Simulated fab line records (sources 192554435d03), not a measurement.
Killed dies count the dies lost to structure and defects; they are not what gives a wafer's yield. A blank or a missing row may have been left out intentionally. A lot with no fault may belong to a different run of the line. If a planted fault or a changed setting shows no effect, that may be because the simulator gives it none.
Chamber matching -- flow n5Finfet -- N5_FIN_CUT_ETCH_30 on rieDiel-02: 4 sister chambers
The step etches underlayer in N2/H2, target depth 13 nm, time 10.4 s. 20 wafers are shown with their chamber, then 10 later ones without.

EACH WAFER AND ITS CHAMBER
wafer,chamber,showerheadPlenumPTorr (Torr),drypumpMotorCurrentA (A),throttleValvePct (%)
L076.2,2,2.67,5.8,17.82
L076.3,0,2.60,5.6,17.96
L076.5,3,2.41,5.7,18.06
L077.1,3,2.41,5.7,18.06
L077.2,2,2.67,5.7,17.81
L077.4,1,2.60,6.0,18.05
L078.1,0,2.60,5.6,17.96
L078.2,2,2.67,5.7,17.84
L078.4,0,2.60,5.6,17.96
L079.1,1,2.60,6.1,18.09
L079.4,2,2.67,5.7,17.85
L079.6,1,2.60,6.0,18.09
L082.3,2,2.67,5.7,17.85
L082.4,1,2.60,6.0,18.10
L082.6,2,2.67,5.7,17.84
L088.1,0,2.59,5.6,18.00
L088.4,1,2.59,6.0,18.11
L088.5,1,2.59,6.0,18.12
L090.1,0,2.58,5.6,18.04
L090.5,1,2.59,6.1,18.12

SIGNATURES (means of the wafers above)
reading,chamber 0,chamber 1,chamber 2,chamber 3,scatter within a chamber
showerheadPlenumPTorr,2.5940,2.5957,2.6700,2.4100,0.00554
drypumpMotorCurrentA,5.600,6.029,5.717,5.700,0.0376
throttleValvePct,17.9840,18.0971,17.8350,18.0600,0.025
Rule: a wafer's distance from a chamber is the root of the sum, over the readings, of the square of ((its reading less the chamber's mean) divided by the reading's scatter). The wafer belongs to the nearest chamber; if the next one is less than 2 further off, it can't be placed. The scatter: the root of (the sum of the squares of (reading less its chamber's mean) over the shown wafers, divided by (wafers less chambers)).

WAFERS WITHOUT THEIR CHAMBER
wafer,showerheadPlenumPTorr (Torr),drypumpMotorCurrentA (A),throttleValvePct (%)
L090.6,2.58,5.5,18.03
L091.1,2.59,6.0,18.13
L091.2,2.66,5.7,17.88
L091.4,2.66,5.7,17.87
L093.2,2.59,6.0,18.11
L093.4,2.66,5.8,17.87
L093.6,2.59,6.0,18.13
L096.1,2.72,5.7,17.68
L096.3,2.66,5.7,17.87
L096.4,2.59,6.0,18.13

WHICH CHAMBER EACH ONE RAN IN
wafer,from the rows above,in truth
L090.6,0,0
L091.1,1,1
L091.2,2,2
L091.4,2,2
L093.2,1,1
L093.4,2,2
L093.6,1,1
L096.1,2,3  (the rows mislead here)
L096.3,2,2
L096.4,1,1
Placed correctly: 9 of 10. From these rows, 0 cannot be placed. 1 placed wrongly.
